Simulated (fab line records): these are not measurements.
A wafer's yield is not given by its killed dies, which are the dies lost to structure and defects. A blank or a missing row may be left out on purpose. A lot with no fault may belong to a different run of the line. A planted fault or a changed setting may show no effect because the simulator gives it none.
The same fault as seen by 3 desks + flow n5 finfet + each desk holds nothing but its own numbers, with what lay behind them at the end

== THE DEFECT DESK ==
For each lot, the counts of the inspections along the route, averaged over the sampled wafers that have a number. If a lot's mean is further than 4 standard deviations from the usual mean, the lot is out of limits and carries the mark OUT (the distance appears in the brackets).
Columns: A = raw defect count at N5_BEOL_M10_INSPECT_13, usual 442
| lot  | first seen here | A   |
|------|-----------------|-----|
| L458 | day 12 00:52    | 526 |
| L468 | day 14 14:43    | 323 |
| L480 | day 16 07:29    | 595 |
| L476 | day 16 16:28    | 405 |
| L478 | day 16 23:41    | 609 |
| L481 | day 18 07:06    | 591 |
This desk's finding: nothing out of limits on any of the 6 lots.

== DESK OF THE TOOL OWNER: rie metal-02 ==
The tool's own readings at N5_BEOL_M10_HM_OPEN_17 (chemistry Cl2/BCl3, target TiN, target depth 20 nm, overetch 6 nm): means of the sampled wafers that have a number, for each lot that ran on this tool. If a lot's mean is further than 4 standard deviations from the usual mean, the lot is out of limits and carries the mark OUT (the distance appears in the brackets).
Columns: A = chamber pressure mTorr at N5_BEOL_M10_HM_OPEN_17, usual 9.999 mTorr; B = drypump motor current A at N5_BEOL_M10_HM_OPEN_17, usual 5.83 A; C = he backside leak sccm at N5_BEOL_M10_HM_OPEN_17, usual 3.27 sccm; D = mfc cl2 sccm at N5_BEOL_M10_HM_OPEN_17, usual 53.24 sccm; E = oes product au at N5_BEOL_M10_HM_OPEN_17, usual 0.67 a.u.; F = throttle valve pct at N5_BEOL_M10_HM_OPEN_17, usual 22.06 %
| lot  | first seen here | A      | B    | C    | D     | E    | F     |
|------|-----------------|--------|------|------|-------|------|-------|
| L468 | day 14 15:03    | 9.994  | 5.44 | 3.01 | 53.42 | 0.71 | 22.11 |
| L476 | day 16 16:46    | 10.000 | 5.66 | 3.32 | 53.06 | 0.57 | 21.69 |
| L478 | day 17 00:18    | 9.997  | 5.44 | 3.27 | 53.15 | 0.68 | 22.15 |
This desk's finding: nothing out of limits on any of the 3 lots.

== AT THE METROLOGY DESK ==
Means of the sampled wafers that have a number, per lot and without regard to the tool the lot ran on: this is what the gauges read. If a lot's mean is further than 4 standard deviations from the usual mean, the lot is out of limits and carries the mark OUT (the distance appears in the brackets).
Columns: A = cd nm at N5_BEOL_M10_CD_MEAS_11, usual 64.1 nm; B = M10_OVL at N5_BEOL_M10_OVL_MEAS_12, usual -0.8 nm
| lot  | first seen here | A    | B    |
|------|-----------------|------|------|
| L458 | day 12 00:49    | 64.4 | -0.9 |
| L468 | day 14 14:40    | 64.3 | -0.9 |
| L480 | day 16 07:26    | 63.5 | -2.2 |
| L476 | day 16 16:25    | 64.6 | -0.1 |
| L478 | day 16 23:38    | 64.0 | -0.5 |
| L481 | day 18 07:03    | 63.8 | -2.0 |
This desk's finding: nothing out of limits on any of the 6 lots.

== TAKEN TOGETHER ==
No out-of-limits result turned up at the defect desk.
The tool owner's desk saw nothing out of limits.
From the metrology desk's view, nothing was out of limits.

== WHAT WAS PUT IN BY THE SIMULATOR ==
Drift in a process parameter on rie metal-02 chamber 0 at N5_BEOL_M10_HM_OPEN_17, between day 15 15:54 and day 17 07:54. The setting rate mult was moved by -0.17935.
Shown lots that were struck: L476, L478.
